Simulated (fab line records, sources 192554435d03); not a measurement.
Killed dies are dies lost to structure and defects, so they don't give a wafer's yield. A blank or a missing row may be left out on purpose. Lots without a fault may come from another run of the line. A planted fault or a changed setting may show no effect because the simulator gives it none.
Chamber matching | flow n5_finfet | N5_BEOL_M4_ALD_98 on ald_sin-02: 4 sister chambers
The step deposits SiO2, target thk 2.5 nm, pulse time 1 s, co reactant pulse time 1 s. 30 wafers are shown with their chamber, then 12 later ones without.

WAFERS WITH THEIR CHAMBER
wafer  | chamber | heater_power_w (W) | precursor_pulse_height_rel
L074.3 | 0       | 102                | 1.001
L074.4 | 2       | 83                 | 0.984
L074.5 | 1       | 77                 | 0.999
L076.1 | 2       | 84                 | 0.992
L076.2 | 1       | 77                 | 0.994
L076.3 | 0       | 102                | 0.971
L076.4 | 3       | 81                 | 1.047
L076.5 | 0       | 104                | 0.966
L076.6 | 1       | 76                 | 0.996
L077.1 | 3       | 79                 | 1.016
L077.3 | 0       | 103                | 0.970
L077.4 | 2       | 85                 | 0.969
L079.2 | 3       | 81                 | 1.013
L079.4 | 1       | 75                 | 1.013
L079.6 | 0       | 105                | 0.993
L083.1 | 3       | 81                 | 1.005
L083.3 | 1       | 77                 | 0.988
L083.4 | 2       | 83                 | 0.964
L084.1 | 1       | 75                 | 0.947
L084.3 | 0       | 102                | 1.028
L084.6 | 2       | 83                 | 0.980
L085.3 | 1       | 75                 | 0.996
L085.4 | 0       | 103                | 1.019
L085.5 | 2       | 82                 | 1.013
L088.2 | 0       | 101                | 0.983
L088.4 | 3       | 80                 | 0.986
L088.5 | 0       | 103                | 0.990
L090.1 | 1       | 78                 | 1.006
L090.2 | 0       | 102                | 1.040
L090.3 | 3       | 81                 | 0.988

SIGNATURES (means of the wafers above)
reading                    | chamber 0 | chamber 1 | chamber 2 | chamber 3 | scatter within a chamber
heater_power_w             | 102.70    | 76.25     | 83.33     | 80.50     | 1.08
precursor_pulse_height_rel | 0.99610   | 0.99238   | 0.98367   | 1.00917   | 0.0221
Rule: a wafer's distance from a chamber is the root of the sum, over the readings, of the square of ((its reading less the chamber's mean) divided by the reading's scatter). The wafer belongs to the nearest chamber; if the next one is less than 2 further off, it can't be placed. The scatter: the root of (the sum of the squares of (reading less its chamber's mean) over the shown wafers, divided by (wafers less chambers)).

WAFERS WITHOUT THEIR CHAMBER
wafer  | heater_power_w (W) | precursor_pulse_height_rel
L090.4 | 85                 | 1.004
L090.5 | 102                | 0.985
L090.6 | 83                 | 1.002
L091.1 | 81                 | 1.008
L091.2 | 77                 | 0.995
L091.3 | 103                | 1.023
L091.4 | 84                 | 0.992
L091.5 | 87                 | 1.033
L091.6 | 77                 | 1.004
L093.3 | 82                 | 1.005
L093.5 | 77                 | 0.983
L093.6 | 102                | 1.017

WHICH CHAMBER EACH WENT THROUGH
wafer  | from the rows above     | in truth
L090.4 | 2                       | 2
L090.5 | 0                       | 0
L090.6 | can't be placed: 2 or 3 | 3
L091.1 | can't be placed: 3 or 2 | 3
L091.2 | 1                       | 1
L091.3 | 0                       | 0
L091.4 | 2                       | 2
L091.5 | 2                       | 2
L091.6 | 1                       | 1
L093.3 | can't be placed: 3 or 2 | 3
L093.5 | 1                       | 1
L093.6 | 0                       | 0
Placed correctly: 9 of 12. Can't be placed from these rows: 3 (the true chamber is among the candidates in 3). Placed wrongly: 0.
